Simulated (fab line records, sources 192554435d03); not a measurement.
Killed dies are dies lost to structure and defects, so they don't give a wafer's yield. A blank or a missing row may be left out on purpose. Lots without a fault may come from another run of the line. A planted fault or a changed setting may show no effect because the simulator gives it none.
A struck lot beside a sound one | flow n5_finfet | 16 steps out of a route of 1938
Sound: wafers L188.3, L188.4, L188.5. Struck: wafers L200.2, L200.5, L200.6. The cause comes at the end.
At each step with rows: each side's tool, then ch and its chambers, then its first start. Under that, the readings that differ: sound wafers | struck wafers | difference of the means | sigmas: that difference in standard deviations of wafers without a fault.
alike: readings whose means differ by less than 2 such deviations, and words and numbers that are the same on both sides. not compared: withheld readings, readings that some wafer has no value for, bounds like >300 that may hide the same value, and numbers for which the record gives no deviation and whose values overlap.
The two part at a step that has a row with sigmas, a row that says differs or no value, or rows on one side only. Numbers that don't overlap but have no deviation are shown without sigmas and don't part them. A reading that every wafer of one side lacks parts them only if that side has two wafers or more.

first, 3 steps without rows for these wafers: N5_FIN_SAQP_STRIP_55 (strips in N2/H2); N5_FIN_SAQP_STRIP_23 (strips in SPM, time 750 s); N5_FIN_SAQP_SRD_66 (time 30 s).
N5_FIN_SAQP_RECESS_75: chemistry HF/NH3, target SiO2, target depth 14.4 nm, afs cycles 3, sublimation time 60 s.
  sound on vapor_etch-02 ch 0,1, day 1 22:47; struck on vapor_etch-02 ch 0,1, day 4 23:14
  alike: drypump_motor_current_A, foreline_p_Torr, sublimation_temp_c
then, 1 step without rows for these wafers: N5_FIN_SAQP_SPACER1_ALD_24 (deposits SiO2, target thk 20.3 nm, pulse time 1 s, purge time 2 s).
N5_FIN_SAQP_SPACER1_ETCHBACK_25: etches SiO2 in CHF3/O2, target depth 24.4 nm, time 12.2 s.
  sound on rie_diel-01 ch 1,2,3, day 2 00:51; struck on rie_diel-04 ch 1,2, day 5 01:26
  alike: drypump_motor_current_A, oes_o_777_au, oes_product_au, rf_fwd_power_W, rf_vpp_V, showerhead_plenum_p_Torr, throttle_valve_pct
  not compared: rf_hours_counter_h
N5_FIN_SAQP_MANDREL1_REMOVE_56: chemistry HBr/Cl2/O2, target a-Si, stops on SiNx, bt time 10 s.
  sound on rie_si-01 ch 0,2,3, day 2 00:56; struck on rie_si-06 ch 0,1,2, day 5 01:31
  alike: drypump_motor_current_A, oes_o_777_au, oes_product_au, rf_fwd_power_W, throttle_valve_pct
  not compared: rf_hours_counter_h
N5_FIN_SAQP_CD_MEAS_27: target cd 20 nm.
  sound on cd_sem-03 ch 0, day 2 01:03; struck on cd_sem-02 ch 0, day 5 01:38
  alike: cd_nm
N5_FIN_SAQP_ETCH_57: etches SiNx in CH3F/O2, target depth 32.5 nm, time 46.4 s.
  sound on rie_diel-04 ch 0,1, day 2 01:14; struck on rie_diel-04 ch 1,2,3, day 5 01:41
  alike: drypump_motor_current_A, etch_rf_on_time_s, oes_o_777_au, oes_product_au, rf_fwd_power_W, rf_vpp_V, showerhead_plenum_p_Torr, throttle_valve_pct
  not compared: rf_hours_counter_h
N5_FIN_SAQP_ETCH_65: etches SiO2 in CF4, target depth 4 nm, time 4.4 s.
  sound on rie_si-05 ch 1,3, day 2 01:21; struck on rie_si-01 ch 0,2,3, day 5 01:47
  alike: drypump_motor_current_A, oes_product_au, rf_fwd_power_W, throttle_valve_pct
  not compared: rf_hours_counter_h
then, 2 steps without rows for these wafers: N5_FIN_SAQP_MANDREL_ETCH_58 (etches a-Si in HBr/Cl2, stops on SiNx, target depth 45 nm, bt time 10 s, time 27 s); N5_FIN_SAQP_RECESS_63 (chemistry HF/NH3, target SiO2, target depth 18 nm, afs cycles 3, sublimation time 60 s).
N5_FIN_SAQP_COAT_68: time 60 s, resist thk 100 nm.
  sound on litho_track-05 ch 0, day 2 01:52; struck on litho_track-01 ch 0, day 5 02:56
  reading                  | sound                | struck               | difference | sigmas
  heater_power_total_W (W) | 500.1 501.9 503.0    | 494.0 492.4 492.3    | -8.8       | -5
  plate_temp_C (C)         | 250.38 250.34 250.26 | 246.51 246.21 246.51 | -3.92      | -23
then, 1 step without rows for these wafers: N5_FIN_SAQP_ETCH_69 (etches SOC in N2/H2, stops on SiNx, target depth 150 nm).
-- the record jumps here: 7 days lie between the struck wafers' starts before and after (it left off in module FIN_SAQP and takes up again in module BEOL_M4, whose first step shown is number 1111 of the route) --
N5_BEOL_M4_RC_MEAS_101:
  sound on prober-02 ch 0, day 8 12:49; struck on prober-02 ch 0, day 12 08:53
  alike: DIBL_N, DIBL_P, IOFF_N, IOFF_P, ION_N, ION_P, SS_N, SS_P, VT_N, VT_P
-- the record jumps here: 5 days lie between the struck wafers' starts before and after (it left off in module BEOL_M4 and takes up again in module PASSIVATION, whose first step shown is number 1936 of the route) --
N5_PASSIVATION_PROBE_49:
  the record has rows for the struck wafers here (prober-01, day 17 02:29) and none for the sound ones

WHERE THEY PART
First at N5_FIN_SAQP_COAT_68; last, within this record, at N5_PASSIVATION_PROBE_49.

WHY: what the simulator had put in
Process parameter drift: litho_track-01, from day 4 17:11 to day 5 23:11, at N5_FIN_SAQP_COAT_68. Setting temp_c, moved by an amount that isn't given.
